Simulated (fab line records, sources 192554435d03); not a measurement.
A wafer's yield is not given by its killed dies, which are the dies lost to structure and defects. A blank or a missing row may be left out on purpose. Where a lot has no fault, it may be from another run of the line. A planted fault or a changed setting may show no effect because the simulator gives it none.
Matching of chambers || flow n5_finfet || 4 sister chambers for N5_SD_EPI_P_ETCH_37 on rie_diel-04
The step etches SOC in N2/H2, overetch 108 nm, time 486 s. 16 wafers are shown with their chamber, then 8 later ones without.

== WAFERS, EACH WITH ITS CHAMBER ==
{"wafer": "L075.1", "chamber": 0, "throttle_valve_pct (%)": 24.10, "showerhead_plenum_p_Torr (Torr)": 2.72, "oes_product_au (a.u.)": 0.84}
{"wafer": "L075.4", "chamber": 2, "throttle_valve_pct (%)": 24.11, "showerhead_plenum_p_Torr (Torr)": 2.65, "oes_product_au (a.u.)": 0.67}
{"wafer": "L075.6", "chamber": 3, "throttle_valve_pct (%)": 23.41, "showerhead_plenum_p_Torr (Torr)": 2.57, "oes_product_au (a.u.)": 0.70}
{"wafer": "L076.2", "chamber": 3, "throttle_valve_pct (%)": 23.42, "showerhead_plenum_p_Torr (Torr)": 2.57, "oes_product_au (a.u.)": 0.71}
{"wafer": "L076.4", "chamber": 1, "throttle_valve_pct (%)": 23.83, "showerhead_plenum_p_Torr (Torr)": 2.54, "oes_product_au (a.u.)": 0.68}
{"wafer": "L076.6", "chamber": 3, "throttle_valve_pct (%)": 23.42, "showerhead_plenum_p_Torr (Torr)": 2.57, "oes_product_au (a.u.)": 0.70}
{"wafer": "L081.2", "chamber": 2, "throttle_valve_pct (%)": 24.13, "showerhead_plenum_p_Torr (Torr)": 2.64, "oes_product_au (a.u.)": 0.66}
{"wafer": "L081.3", "chamber": 3, "throttle_valve_pct (%)": 23.43, "showerhead_plenum_p_Torr (Torr)": 2.56, "oes_product_au (a.u.)": 0.69}
{"wafer": "L081.5", "chamber": 3, "throttle_valve_pct (%)": 23.43, "showerhead_plenum_p_Torr (Torr)": 2.56, "oes_product_au (a.u.)": 0.70}
{"wafer": "L082.1", "chamber": 3, "throttle_valve_pct (%)": 23.42, "showerhead_plenum_p_Torr (Torr)": 2.56, "oes_product_au (a.u.)": 0.70}
{"wafer": "L082.5", "chamber": 0, "throttle_valve_pct (%)": 24.11, "showerhead_plenum_p_Torr (Torr)": 2.71, "oes_product_au (a.u.)": 0.81}
{"wafer": "L082.6", "chamber": 1, "throttle_valve_pct (%)": 23.85, "showerhead_plenum_p_Torr (Torr)": 2.54, "oes_product_au (a.u.)": 0.67}
{"wafer": "L084.1", "chamber": 0, "throttle_valve_pct (%)": 24.14, "showerhead_plenum_p_Torr (Torr)": 2.71, "oes_product_au (a.u.)": 0.80}
{"wafer": "L084.2", "chamber": 3, "throttle_valve_pct (%)": 23.44, "showerhead_plenum_p_Torr (Torr)": 2.56, "oes_product_au (a.u.)": 0.69}
{"wafer": "L084.3", "chamber": 2, "throttle_valve_pct (%)": 24.12, "showerhead_plenum_p_Torr (Torr)": 2.64, "oes_product_au (a.u.)": 0.66}
{"wafer": "L088.3", "chamber": 0, "throttle_valve_pct (%)": 24.14, "showerhead_plenum_p_Torr (Torr)": 2.71, "oes_product_au (a.u.)": 0.79}

SIGNATURES (means of the wafers above)
{"reading": "throttle_valve_pct", "chamber 0": 24.1225, "chamber 1": 23.8400, "chamber 2": 24.1200, "chamber 3": 23.4243, "scatter within a chamber": 0.0137}
{"reading": "showerhead_plenum_p_Torr", "chamber 0": 2.7125, "chamber 1": 2.5400, "chamber 2": 2.6433, "chamber 3": 2.5643, "scatter within a chamber": 0.00511}
{"reading": "oes_product_au", "chamber 0": 0.8100, "chamber 1": 0.6750, "chamber 2": 0.6633, "chamber 3": 0.6986, "scatter within a chamber": 0.0123}
Rule: a wafer lies at a distance from a chamber equal to the root of the sum of squares, over the readings, of (its reading less the chamber's mean, divided by the reading's scatter). If the next closest chamber is less than 2 further off than the closest, the wafer can't be placed; otherwise it belongs to the closest. The scatter is the square root of a quotient: the sum, over the shown wafers, of each reading's squared deviation from its chamber's mean, divided by wafers minus chambers.

== WAFERS WITHOUT THEIR CHAMBER ==
{"wafer": "L088.4", "throttle_valve_pct (%)": 23.43, "showerhead_plenum_p_Torr (Torr)": 2.56, "oes_product_au (a.u.)": 0.69}
{"wafer": "L088.5", "throttle_valve_pct (%)": 23.86, "showerhead_plenum_p_Torr (Torr)": 2.53, "oes_product_au (a.u.)": 0.65}
{"wafer": "L096.1", "throttle_valve_pct (%)": 23.45, "showerhead_plenum_p_Torr (Torr)": 2.55, "oes_product_au (a.u.)": 0.68}
{"wafer": "L096.2", "throttle_valve_pct (%)": 23.87, "showerhead_plenum_p_Torr (Torr)": 2.53, "oes_product_au (a.u.)": 0.65}
{"wafer": "L096.6", "throttle_valve_pct (%)": 24.15, "showerhead_plenum_p_Torr (Torr)": 2.70, "oes_product_au (a.u.)": 0.77}
{"wafer": "L097.1", "throttle_valve_pct (%)": 23.88, "showerhead_plenum_p_Torr (Torr)": 2.52, "oes_product_au (a.u.)": 0.65}
{"wafer": "L097.4", "throttle_valve_pct (%)": 24.15, "showerhead_plenum_p_Torr (Torr)": 2.63, "oes_product_au (a.u.)": 0.64}
{"wafer": "L097.6", "throttle_valve_pct (%)": 24.14, "showerhead_plenum_p_Torr (Torr)": 2.63, "oes_product_au (a.u.)": 0.64}

== WHICH CHAMBER EACH WENT THROUGH ==
{"wafer": "L088.4", "from the rows above": 3, "in truth": 3}
{"wafer": "L088.5", "from the rows above": 1, "in truth": 1}
{"wafer": "L096.1", "from the rows above": 3, "in truth": 3}
{"wafer": "L096.2", "from the rows above": 1, "in truth": 1}
{"wafer": "L096.6", "from the rows above": 0, "in truth": 0}
{"wafer": "L097.1", "from the rows above": 1, "in truth": 1}
{"wafer": "L097.4", "from the rows above": 2, "in truth": 2}
{"wafer": "L097.6", "from the rows above": 2, "in truth": 2}
Correct placement for 8 of the 8. Number that these rows cannot place: 0. Placed wrongly: 0.
